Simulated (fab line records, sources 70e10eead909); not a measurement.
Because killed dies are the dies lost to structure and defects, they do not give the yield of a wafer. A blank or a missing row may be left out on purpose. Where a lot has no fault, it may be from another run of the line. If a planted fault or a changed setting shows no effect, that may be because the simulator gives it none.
8D (eight disciplines) problem report, filled in by code :: flow nand harc :: the parts of the form that need people (team, actions taken, sign-off) are left out

== 1. WHAT WENT WRONG ==
Wafers without a fault read 4, standard deviation 3.1; killed at periphery at NHARC_END_SORT_01 reads a mean of 83 on 2 wafers belonging to 2 lots. That is +25 standard deviations from the usual mean.
First seen on wafer L548.4, day 31 20:59, on prober-02. Wafers with a number at this step in the record: 39, from 13 lots. By rule, "out" or "out of limits" means more than 4 standard deviations away from the usual mean. The other wafers with a number count as sound.

== 2. WHAT IT IS AND WHAT IT IS NOT ==
question: which readings at this step
is: killed at periphery
is not: killed at array, killed at other, killed open, killed short

question: which lots
is: L548, L551
is not: L530, L531, L533, L535, L537, L538, L540, L542, L543, L547, L549

question: which wafers of those lots
is: L548.4, L551.6
is not: L548.1, L548.5, L551.1, L551.4

question: read on which gauges
is: prober-02
is not: prober-01

question: when
is: from day 31 20:59
is not: up to then (31 sound wafers); but 6 sound wafers of L548, L549, L551 came after

== 3. THE SUSPECTS, EACH WITH WHAT RULES IT OUT ==
Counting: if a tool at a process step up to the reading ran every lot that is out, it stays a suspect. Sound lots after the first of them don't rule it out here, since some wafers of a struck lot are sound.
- the gauge at NHARC_END_SORT_01: kept. All the wafers that are out were read on prober-02, and no step on other tools shows them out.
- pvd sputter-03 at NHARC_P_M1_PVD_21 (deposits Cu, target thk 30 nm, time 20.49 s): kept. It processed each lot that is out (first: L548, day 13 19:01); up to then, its last sound lot is L547 (day 13 04:22).
- rie si-04 at NHARC_THIN_TSV_ETCH_15 (target depth 3000 nm, bosch target overetch cycles 2, bosch etch step 2.8 s): kept. It processed each lot that is out (first: L548, day 31 05:24); up to then, its last sound lot is L542 (day 29 15:27).
pvd sputter-03 at NHARC_P_M1_PVD_21, rie si-04 at NHARC_THIN_TSV_ETCH_15 and prober-02 at NHARC_END_SORT_01 are what is left after counting.

== 4. THE CAUSE (what the simulator had put in) ==
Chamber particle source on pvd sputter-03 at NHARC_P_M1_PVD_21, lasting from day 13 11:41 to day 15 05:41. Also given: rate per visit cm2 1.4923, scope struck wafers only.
3 suspects survive the count, and this tool is in that group.

== 5. THE EFFECT CHAIN, in route order ==
Rows list readings where the struck wafers' mean (over those with a number) sits beyond 3 standard deviations from the usual. Only readings for which the record gives a usual standard deviation are gone through. hours: the time from each lot's start at the first step in this table that gives one to its start at this step, as a median over the lots. sigmas: the change in usual standard deviations.
hours: 0
step: NHARC_END_SORT_01
reading: defect limited yield
usual: 91.0 %
on struck wafers: 79.6
change: -11.4
sigmas: -4.1

hours: 0
step: NHARC_END_SORT_01
reading: killed at periphery
usual: 4
on struck wafers: 83
change: +79
sigmas: +25

hours: 0
step: NHARC_END_SORT_01
reading: killed dies
usual: 61
on struck wafers: 138
change: +77
sigmas: +4.1

== 6. HOW IT WOULD HAVE BEEN CAUGHT EARLIER ==
Counted from the fault's start at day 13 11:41, it took 441 hours until the first out-of-limits reading at a measuring or inspecting step in this record, taken at day 31 20:59.
Of the tool readings at NHARC_P_M1_PVD_21 for which the record gives a usual standard deviation, none was out on any struck wafer, so an alarm limit of 4 standard deviations on them would not have fired.
Each of the lots that are out, 2 in all, had begun NHARC_P_M1_PVD_21 on pvd sputter-03 no later than day 31 20:59. None of them would have been spared by holding the tool at that moment.
